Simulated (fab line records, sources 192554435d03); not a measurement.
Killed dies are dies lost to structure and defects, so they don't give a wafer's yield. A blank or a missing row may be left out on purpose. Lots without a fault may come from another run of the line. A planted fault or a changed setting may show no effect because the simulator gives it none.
Chamber matching | flow n5_finfet | N5_MOL_CONTACT_COAG_STRIP_98 on rie_diel-02: 4 sister chambers
The step strips in N2/H2. 22 wafers are shown with their chamber, then 11 later ones without.

WAFERS WITH THEIR CHAMBER
wafer  | chamber | drypump_motor_current_A (A) | throttle_valve_pct (%) | showerhead_plenum_p_Torr (Torr)
L074.2 | 3       | 5.1                         | 18.62                  | 3.50
L074.3 | 2       | 5.5                         | 18.62                  | 3.35
L074.4 | 0       | 5.7                         | 19.51                  | 3.48
L076.1 | 3       | 5.1                         | 18.61                  | 3.50
L076.2 | 1       | 4.7                         | 18.93                  | 3.40
L076.3 | 0       | 5.7                         | 19.50                  | 3.48
L076.4 | 2       | 5.5                         | 18.61                  | 3.35
L076.5 | 1       | 4.7                         | 18.96                  | 3.40
L076.6 | 0       | 5.7                         | 19.49                  | 3.48
L077.1 | 2       | 5.5                         | 18.62                  | 3.35
L077.2 | 3       | 5.1                         | 18.62                  | 3.49
L077.3 | 0       | 5.6                         | 19.48                  | 3.48
L077.4 | 1       | 4.7                         | 18.95                  | 3.40
L077.5 | 0       | 5.7                         | 19.51                  | 3.48
L077.6 | 1       | 4.7                         | 18.93                  | 3.40
L080.2 | 0       | 5.7                         | 19.52                  | 3.47
L080.3 | 3       | 5.1                         | 18.62                  | 3.49
L080.6 | 1       | 4.7                         | 18.98                  | 3.39
L085.1 | 0       | 5.7                         | 19.52                  | 3.47
L085.2 | 2       | 5.5                         | 18.66                  | 3.34
L085.3 | 3       | 5.1                         | 18.64                  | 3.48
L086.1 | 0       | 5.6                         | 19.56                  | 3.47

SIGNATURES (means of the wafers above)
reading                  | chamber 0 | chamber 1 | chamber 2 | chamber 3 | scatter within a chamber
drypump_motor_current_A  | 5.675     | 4.700     | 5.500     | 5.100     | 0.0289
throttle_valve_pct       | 19.5113   | 18.9500   | 18.6275   | 18.6220   | 0.0209
showerhead_plenum_p_Torr | 3.4763    | 3.3980    | 3.3475    | 3.4920    | 0.00588
Rule: a wafer's distance from a chamber is the root of the sum, over the readings, of the square of ((its reading less the chamber's mean) divided by the reading's scatter). The wafer belongs to the nearest chamber; if the next one is less than 2 further off, it can't be placed. The scatter: the root of (the sum of the squares of (reading less its chamber's mean) over the shown wafers, divided by (wafers less chambers)).

WAFERS WITHOUT THEIR CHAMBER
wafer  | drypump_motor_current_A (A) | throttle_valve_pct (%) | showerhead_plenum_p_Torr (Torr)
L086.2 | 4.7                         | 18.99                  | 3.39
L086.3 | 5.1                         | 18.65                  | 3.48
L086.4 | 5.5                         | 18.65                  | 3.34
L086.5 | 5.6                         | 19.53                  | 3.47
L086.6 | 4.7                         | 19.00                  | 3.39
L090.2 | 4.6                         | 18.95                  | 3.39
L090.3 | 5.1                         | 18.66                  | 3.48
L090.4 | 5.5                         | 18.67                  | 3.33
L093.1 | 4.7                         | 18.99                  | 3.38
L093.3 | 5.5                         | 18.70                  | 3.33
L093.6 | 5.1                         | 18.69                  | 3.47

WHICH CHAMBER EACH WENT THROUGH
wafer  | from the rows above | in truth
L086.2 | 1                   | 1
L086.3 | 3                   | 3
L086.4 | 2                   | 2
L086.5 | 0                   | 0
L086.6 | 1                   | 1
L090.2 | 1                   | 1
L090.3 | 3                   | 3
L090.4 | 2                   | 2
L093.1 | 1                   | 1
L093.3 | 2                   | 2
L093.6 | 3                   | 3
Placed correctly: 11 of 11. Can't be placed from these rows: 0. Placed wrongly: 0.
